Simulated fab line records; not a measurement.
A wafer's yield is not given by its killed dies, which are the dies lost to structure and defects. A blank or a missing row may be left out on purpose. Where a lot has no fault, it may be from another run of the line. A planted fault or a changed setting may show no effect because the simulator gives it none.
fab line records | flow nandHarc
record: lots: 12 | wafers: 35 | lastDay: 24
route steps=1159 shown A_SLIT@779
lots that met no fault: taken from a fault-free run of the same line
startH: hours from the record's opening day to when the first of the lot's shown wafers began | waitH: hours since the lot's step before | " the same as in the row above | L1.1+2: several wafers, shown together as one row | - either no value or no given start | * or withheld: withheld | < > ~ a bound
route shown NAME@n: names a module that has steps shown in the file, with the first one's number in the route | usual: mean/standard deviation taken from wafers without a fault | same: alike in all rows | chamber/n: place in a boat | sites: each site's reading | _std_site: standard deviation of those values | _edge_site: inner sites' mean taken away from outer sites' mean | radiusMm: for every site, how far away it sits from the centre of the wafer | mask NAME#n: copy n | behind: the last tool/chamber to shape the wafer | hold: cause of the lot's hold/its duration in hours/its outcome | device: the n, p or np transistor that did not switch | end of line: tests run on the same wafers once the route is complete | where a step has no rows: the recipe by itself | killed: the dies lost at the first sort to structure and to defects; this is not the yield of the wafer | map: a wafer's dies, x killed, . not, _ none there
set.NAME: the setting that was run; set.NAME@STEP: the one run at that earlier step | model.NAME: the simulator's own value behind a step, which no gauge read
steps of the route over a sample of lots; a table a step, a row a wafer
services: from which hour (startH, from the record's first day; less than 0 if before it) a tool's chamber was out of use, for how many hours, and why
== steps ==
step: NHARC_A_SLIT_DEP_25
recipe: targetThkA: 2000 | tempC: 400 | pressureTorr: 6.5 | rfW: 900 | teosFlowSccm: 161.4 | flowSccm: 2650 | targetThkNm: 200 | gas: O2 | material: SiO2
usual: heaterPowerW: 584/95 | susceptorTempC: 399.99/0.22 | throttleValvePct: 16.2/0.44
lot.wafer | tool     | chamber | startH | waitH | heaterPowerW | susceptorTempC | throttleValvePct
L545.3    | pecvd-02 | 1       | 323.45 | 0.4   | 639          | 400.20         | 17.2
L545.2    | "        | 2       | "      | "     | 699          | 399.76         | 16.6
L545.5    | "        | 0       | "      | "     | 672          | 400.09         | 15.6
L547.3    | pecvd-01 | 0       | 335.82 | 0.4   | 530          | 400.32         | 16.9
L547.6    | "        | 2       | "      | "     | 704          | 399.68         | 15.8
L547.5    | "        | 1       | "      | "     | 544          | 399.79         | 16.1
L549.1    | pecvd-02 | 0       | 360.77 | 0.1   | 709          | 400.37         | 15.4
L549.5    | "        | 2       | "      | "     | 561          | 400.28         | 16.2
L549.6    | "        | 0       | "      | "     | 553          | 400.26         | 15.6
L550.5    | pecvd-01 | 2       | 360.98 | 0.3   | 639          | 399.88         | 15.6
L550.6    | "        | 0       | "      | "     | 425          | 400.08         | 16.7
L550.4    | "        | 1       | "      | "     | 556          | 399.71         | 15.9
L551.3    | pecvd-03 | 2       | 370.12 | 0.1   | 667          | 400.00         | 16.2
L551.4    | "        | 0       | "      | "     | 351          | 400.01         | 15.8
L551.6    | "        | 1       | "      | "     | 587          | 400.27         | 16.3
L554.3    | pecvd-02 | 0       | 386.06 | 0.1   | 665          | 399.67         | 15.5
L554.1    | "        | 2       | "      | "     | 639          | 399.98         | 16.4
L554.5    | "        | 0       | "      | "     | 646          | 400.10         | 15.8
L555.1    | pecvd-01 | 1       | 393.94 | 0.1   | 484          | 399.62         | 16.1
L555.3    | "        | 0       | "      | "     | 538          | 400.04         | 16.7
L555.5    | "        | 2       | "      | "     | 661          | 399.93         | 15.8
L559.3    | pecvd-01 | 0       | 411.66 | 0.1   | 510          | 400.42         | 16.6
L559.1    | "        | 1       | "      | "     | 628          | 399.99         | 16.0
L559.2    | "        | 2       | "      | "     | 696          | 400.17         | 15.7
L563.2    | pecvd-03 | 0       | 426.75 | 0.2   | 402          | 399.67         | 16.3
L563.5    | "        | 2       | "      | "     | 633          | 400.66         | 16.1
L562.3    | pecvd-03 | 1       | 426.91 | 0.2   | 597          | 400.22         | 16.6
L562.2    | "        | 0       | "      | "     | 395          | 399.79         | 15.7
L562.6    | "        | 2       | "      | "     | 733          | 399.82         | 16.0
L564.2    | pecvd-01 | 0       | 455.63 | 0.2   | 564          | 400.04         | 16.6
L564.3    | "        | 1       | "      | "     | 526          | 400.32         | 15.6
L564.4    | "        | 0       | "      | "     | 564          | 400.04         | 16.9
L566.2    | pecvd-03 | 0       | 455.71 | 0.2   | 435          | 399.99         | 15.8
L566.3    | "        | 1       | "      | "     | 544          | 400.28         | 16.4
L566.6    | "        | 0       | "      | "     | 446          | 399.90         | 15.9
step: NHARC_A_SLIT_SOFTBAKE_04
recipe: tempC: 105 | timeS: 55
usual: heaterPowerTotalW: 188.47/0.16
lot.wafer | tool          | chamber | startH | waitH | heaterPowerTotalW
L545.2    | lithoTrack-01 | 0       | 326    | -     | 188.71
L545.3    | "             | 0       | "      | "     | 188.49
L545.5    | "             | 0       | "      | "     | 188.32
L547.3    | lithoTrack-01 | 0       | 338    | -     | 188.71
L547.5    | "             | 0       | "      | "     | 188.61
L547.6    | "             | 0       | "      | "     | 188.60
L549.1    | lithoTrack-06 | 0       | 366    | -     | 188.70
L549.5    | "             | 0       | "      | "     | 188.66
L549.6    | "             | 0       | "      | "     | 188.71
L550.4    | lithoTrack-06 | 0       | 367    | -     | 188.25
L550.5    | "             | 0       | "      | "     | 188.55
L550.6    | "             | 0       | "      | "     | 188.35
L551.3    | lithoTrack-01 | 0       | 374    | -     | 188.35
L551.4    | "             | 0       | "      | "     | 188.45
L551.6    | "             | 0       | "      | "     | 188.34
L554.1    | lithoTrack-04 | 0       | 388    | -     | 188.43
L554.3    | "             | 0       | "      | "     | 188.52
L554.5    | "             | 0       | "      | "     | 188.30
L555.1    | lithoTrack-06 | 0       | 397    | -     | 188.50
L555.3    | "             | 0       | "      | "     | 188.38
L555.5    | "             | 0       | "      | "     | 188.28
L559.1    | lithoTrack-04 | 0       | 415    | -     | 188.78
L559.2    | "             | 0       | "      | "     | 188.30
L559.3    | "             | 0       | "      | "     | 188.31
L563.2    | lithoTrack-01 | 0       | 429    | -     | 188.26
L563.5    | "             | 0       | "      | "     | 193.44
L562.2    | lithoTrack-01 | 0       | 430    | -     | 188.41
L562.3    | "             | 0       | "      | "     | 188.27
L562.6    | "             | 0       | "      | "     | 193.18
L564.2    | lithoTrack-06 | 0       | 458    | -     | 188.28
L564.3    | "             | 0       | "      | "     | 188.28
L564.4    | "             | 0       | "      | "     | 188.41
L566.2    | lithoTrack-04 | 0       | 458    | -     | 188.67
L566.3    | "             | 0       | "      | "     | 188.37
L566.6    | "             | 0       | "      | "     | 188.43
step: NHARC_A_SLIT_DESCUM_14
recipe: timeS: 3 | o2FlowSccm: 200 | arFlowSccm: 0 | biasPowerW: 0 | chemistry: O2
usual: drypumpMotorCurrentA: 5.9/0.39 | oesProductAu: 0.998/0.0085 | rfVppV: 57.7/0.89 | showerheadPlenumPTorr: 1.87/0.046 | throttleValvePct: 11.312/0.0093
lot.wafer | tool       | chamber | startH | waitH | drypumpMotorCurrentA | oesProductAu | rfHoursCounterH | rfVppV | showerheadPlenumPTorr | throttleValvePct
L545.2    | rieDiel-07 | 3       | 327.42 | 0.1   | 6.7                  | 1.002        | 7               | 55.7   | 1.84                  | 11.325
L545.3    | "          | 2       | "      | "     | 5.2                  | 1.000        | 6               | 57.8   | 1.91                  | 11.315
L545.5    | "          | 3       | "      | "     | 6.7                  | 1.007        | -               | 57.6   | 1.85                  | 11.297
L547.3    | rieDiel-07 | 0       | 339.24 | 0.1   | 5.8                  | 1.006        | 8               | 56.8   | 1.85                  | 11.326
L547.5    | "          | 3       | "      | "     | 6.7                  | 1.000        | -               | 57.3   | 1.84                  | 11.318
L547.6    | "          | 0       | "      | "     | 5.8                  | 1.017        | -               | 57.5   | 1.85                  | 11.297
L549.1    | rieDiel-07 | 0       | 367.32 | 0.1   | 5.9                  | 1.001        | 9               | 58.6   | 1.85                  | 11.318
L549.5    | "          | 2       | "      | "     | 5.2                  | 1.003        | -               | 57.9   | 1.91                  | 11.324
L549.6    | "          | 3       | "      | "     | 6.7                  | 0.995        | -               | 58.3   | 1.84                  | 11.316
L550.4    | rieDiel-09 | 3       | 372.34 | 0.1   | 6.3                  | 0.985        | 9               | 57.3   | 1.98                  | 11.320
L550.5    | "          | 2       | "      | "     | 6.2                  | 1.005        | -               | 57.5   | 1.89                  | 11.313
L550.6    | "          | 3       | "      | "     | 6.2                  | 0.989        | -               | 57.2   | 1.98                  | 11.312
L551.3    | rieDiel-10 | 0       | 375.14 | 0.1   | 5.4                  | 1.009        | 0               | 58.3   | 1.84                  | 11.322
L551.4    | "          | 1       | "      | "     | 5.5                  | 1.003        | 0               | 58.1   | 1.88                  | 11.297
L551.6    | "          | 3       | "      | "     | 6.1                  | 0.999        | -               | 55.8   | 1.79                  | 11.319
L554.1    | rieDiel-09 | 1       | 389.45 | 0.1   | 6.0                  | 0.985        | 10              | 58.2   | 1.85                  | 11.324
L554.3    | "          | 0       | "      | "     | 6.0                  | 1.000        | 11              | 59.6   | 1.84                  | 11.313
L554.5    | "          | 1       | "      | "     | 6.1                  | 0.990        | -               | 56.9   | 1.85                  | 11.302
L555.3    | rieDiel-10 | 3       | 397.90 | 0.1   | 6.1                  | 0.988        | 2               | 55.8   | 1.79                  | 11.323
L555.1    | "          | 1       | "      | "     | 5.5                  | 1.003        | 2               | 58.7   | 1.87                  | 11.302
L555.5    | "          | 2       | "      | "     | 6.0                  | 1.001        | -               | 56.3   | 1.88                  | 11.295
L559.3    | rieDiel-09 | 1       | 415.95 | 0.1   | 6.0                  | 0.999        | 14              | 58.7   | 1.85                  | 11.314
L559.2    | "          | 2       | "      | "     | 6.3                  | 0.996        | 14              | 58.8   | 1.89                  | 11.318
L559.1    | "          | 3       | "      | "     | 6.2                  | 0.983        | 14              | 57.9   | 1.97                  | 11.313
L563.2    | rieDiel-10 | 2       | 429.85 | 0.1   | 6.0                  | 1.009        | 5               | 56.9   | 1.88                  | 11.312
L563.5    | "          | 1       | "      | "     | 5.5                  | 0.995        | -               | 57.4   | 1.87                  | 11.327
L562.2    | rieDiel-07 | 1       | 431.58 | 0.1   | 5.6                  | 1.002        | 1               | 57.5   | 1.90                  | 11.320
L562.3    | "          | 3       | "      | "     | 6.7                  | 1.001        | 1               | 59.3   | 1.84                  | 11.296
L562.6    | "          | 2       | "      | "     | 5.2                  | 1.012        | -               | 58.3   | 1.91                  | 11.317
L564.2    | rieDiel-10 | 3       | 458.80 | 0.1   | 6.1                  | 0.991        | 6               | 57.6   | 1.79                  | 11.309
L564.3    | "          | 0       | "      | "     | 5.4                  | 1.000        | 6               | 57.9   | 1.84                  | 11.309
L564.4    | "          | 2       | "      | "     | 6.0                  | 1.004        | 7               | 56.9   | 1.88                  | 11.305
L566.2    | rieDiel-10 | 2       | 458.96 | 0.1   | 6.0                  | 1.006        | 7               | 57.8   | 1.88                  | 11.312
L566.3    | "          | 0       | "      | "     | 5.4                  | 0.998        | 6               | 57.9   | 1.84                  | 11.305
L566.6    | "          | 3       | "      | "     | 6.1                  | 0.995        | -               | 58.1   | 1.79                  | 11.315
step: NHARC_A_SLIT_ETCH_29
recipe: targetDepthA: 1000 | overetchA: 100 | timeS: 55 | ionEnergyEv: 100 | cf4FlowSccm: 80 | o2FlowSccm: 20 | arFlowSccm: 0 | rfW: 300 | biasW: 100 | chemistry: CF4/O2
usual: drypumpMotorCurrentA: 5.8/0.4 | oesProductAu: 0.999/0.0077 | rfVppV: 197.2/0.88 | showerheadPlenumPTorr: 1.302/0.027 | throttleValvePct: 13.397/0.0095
lot.wafer | tool       | chamber | startH | waitH | drypumpMotorCurrentA | oesProductAu | rfHoursCounterH | rfVppV | showerheadPlenumPTorr | throttleValvePct
L545.3    | rieDiel-10 | 2       | 330.31 | 0.1   | 6.0                  | 0.994        | 8               | 197.4  | 1.311                 | 13.392
L545.2    | "          | 3       | "      | "     | 6.1                  | 0.990        | 9               | 196.4  | 1.254                 | 13.379
L545.5    | "          | 0       | "      | "     | 5.4                  | 0.982        | -               | 197.2  | 1.288                 | 13.398
L547.3    | rieDiel-09 | 0       | 342.11 | 0.1   | 6.1                  | 0.996        | 6               | 196.9  | 1.286                 | 13.389
L547.5    | "          | 3       | "      | "     | 6.2                  | 0.992        | -               | 198.9  | 1.378                 | 13.409
L547.6    | "          | 0       | "      | "     | 6.0                  | 0.992        | -               | 197.5  | 1.286                 | 13.413
L549.1    | rieDiel-10 | 0       | 370.15 | 0.1   | 5.4                  | 1.011        | 0               | 196.8  | 1.287                 | 13.396
L549.6    | "          | 3       | "      | "     | 6.1                  | 1.000        | -               | 195.2  | 1.254                 | 13.406
L549.5    | "          | 0       | "      | "     | 5.4                  | 1.005        | -               | 198.5  | 1.288                 | 13.412
L550.4    | rieDiel-07 | 2       | 375.85 | 0.1   | 5.2                  | 1.013        | 10              | 197.5  | 1.334                 | 13.412
L550.5    | "          | 2       | "      | "     | 5.2                  | 1.005        | -               | 197.7  | 1.334                 | 13.406
L550.6    | "          | 3       | "      | "     | 6.7                  | 1.006        | -               | 198.3  | 1.288                 | 13.399
L551.4    | rieDiel-07 | 0       | 378.02 | 0.1   | 5.8                  | 1.003        | 9               | 197.3  | 1.294                 | 13.399
L551.3    | "          | 1       | "      | "     | 5.6                  | 0.994        | 9               | 197.2  | 1.328                 | 13.408
L551.6    | "          | 0       | "      | "     | 5.8                  | 0.998        | -               | 197.6  | 1.293                 | 13.387
L554.1    | rieDiel-10 | 0       | 395.90 | 0.1   | 5.4                  | 1.012        | 2               | 197.2  | 1.287                 | 13.391
L554.3    | "          | 2       | "      | "     | 6.0                  | 1.005        | 2               | 197.4  | 1.310                 | 13.407
L554.5    | "          | 0       | "      | "     | 5.4                  | 1.002        | -               | 196.7  | 1.287                 | 13.399
L555.1    | rieDiel-10 | 1       | 401.98 | 0.1   | 5.5                  | 1.007        | 3               | 197.6  | 1.308                 | 13.399
L555.3    | "          | 2       | "      | "     | 6.0                  | 1.005        | 3               | 196.6  | 1.310                 | 13.402
L555.5    | "          | 1       | "      | "     | 5.5                  | 1.013        | -               | 196.6  | 1.308                 | 13.387
L559.3    | rieDiel-10 | 1       | 419.66 | 0.1   | 5.5                  | 1.009        | 4               | 196.8  | 1.308                 | 13.385
L559.1    | "          | 2       | "      | "     | 6.0                  | 1.013        | 4               | 197.2  | 1.310                 | 13.394
L559.2    | "          | 0       | "      | "     | 5.4                  | 1.007        | 4               | 197.1  | 1.286                 | 13.403
L563.2    | rieDiel-07 | 1       | 432.69 | 0.1   | 5.6                  | 0.994        | 1               | 197.7  | 1.327                 | 13.405
L563.5    | "          | 1       | "      | "     | 5.7                  | 1.001        | -               | 197.7  | 1.327                 | 13.405
L562.2    | rieDiel-10 | 1       | 434.45 | 0.1   | 5.5                  | 0.991        | 5               | 197.0  | 1.308                 | 13.392
L562.3    | "          | 3       | "      | "     | 6.1                  | 0.999        | 5               | 198.0  | 1.253                 | 13.416
L562.6    | "          | 0       | "      | "     | 5.4                  | 0.990        | -               | 198.1  | 1.286                 | 13.389
L564.3    | rieDiel-10 | 1       | 463.40 | 0.1   | 5.5                  | 0.997        | 8               | 197.6  | 1.307                 | 13.397
L564.2    | "          | 2       | "      | "     | 6.0                  | 1.006        | 7               | 196.9  | 1.309                 | 13.387
L564.4    | "          | 3       | "      | "     | 6.1                  | 0.994        | 7               | 195.3  | 1.252                 | 13.393
L566.2    | rieDiel-07 | 1       | 463.92 | 0.1   | 5.6                  | 1.004        | 4               | 196.9  | 1.327                 | 13.385
L566.3    | "          | 2       | "      | "     | 5.2                  | 1.009        | 3               | 198.8  | 1.332                 | 13.398
L566.6    | "          | 3       | "      | "     | 6.7                  | 1.015        | -               | 197.4  | 1.287                 | 13.388
== services ==
tool          | chamber | startH | hours | kind
rieDiel-10    | 0       | 308.17 | -     | clean
rieDiel-10    | 1       | 308.17 | -     | clean
rieDiel-10    | 2       | 308.17 | -     | clean
rieDiel-10    | 3       | 308.17 | -     | clean
lithoTrack-04 | -       | 316.00 | 7.0   | pm
pecvd-03      | -       | 323.59 | 2.8   | repair
rieDiel-09    | 1       | 329.33 | 6.8   | repair
rieDiel-10    | 0       | 332.67 | -     | clean
rieDiel-10    | 1       | 332.67 | -     | clean
rieDiel-10    | 2       | 332.67 | -     | clean
rieDiel-10    | 3       | 332.67 | -     | clean
pecvd-02      | -       | 334.32 | 13.0  | pm
rieDiel-10    | -       | 353.71 | 9.0   | pm
rieDiel-10    | 0       | 353.71 | 9.0   | ventCycle
rieDiel-10    | 1       | 385.89 | 5.1   | repair
rieDiel-10    | -       | 402.67 | 1.7   | repair
rieDiel-07    | -       | 405.20 | 9.0   | pm
pecvd-03      | -       | 406.40 | 0.5   | repair
pecvd-01      | -       | 418.26 | 13.0  | pm
rieDiel-09    | -       | 431.10 | 9.0   | pm
rieDiel-07    | 2       | 439.63 | 8.1   | repair
lithoTrack-01 | -       | 443.00 | 7.0   | pm
rieDiel-07    | 0       | 452.56 | 5.9   | repair
pecvd-02      | -       | 463.62 | 0.9   | repair
== key ==
firstSign: step: NHARC_A_SLIT_SOFTBAKE_04 | reading: heaterPowerTotalW | direction: up | sigmas: 31 | usual: * | struck: *
effect none on later readings
metAt NHARC_A_SLIT_SOFTBAKE_04
struckLots L562,L563
struckWafers L562.6,L563.5
testerLeftOut L562,L563
notActingAt NHARC_A_SLIT_DEP_25,NHARC_A_SLIT_DESCUM_14,NHARC_A_SLIT_ETCH_29
onsetBetween 374 429
fault: kind: processParameterDrift | tool: lithoTrack-01 | chamber: - | onsetH: 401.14 | steps: NHARC_A_SLIT_SOFTBAKE_04 | channel: timeS | offset: * | shape: step | endH: 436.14 | scope: struckWafersOnly | actsIn: * | stated: *
testerLeftOut: of these lots the tester's yield and bins aren't shown, on N5 and GAA mostly nor the transistor test; their killed dies are dies lost to structure and defects alone, not to doping, threshold or leakage, so they don't give the yield
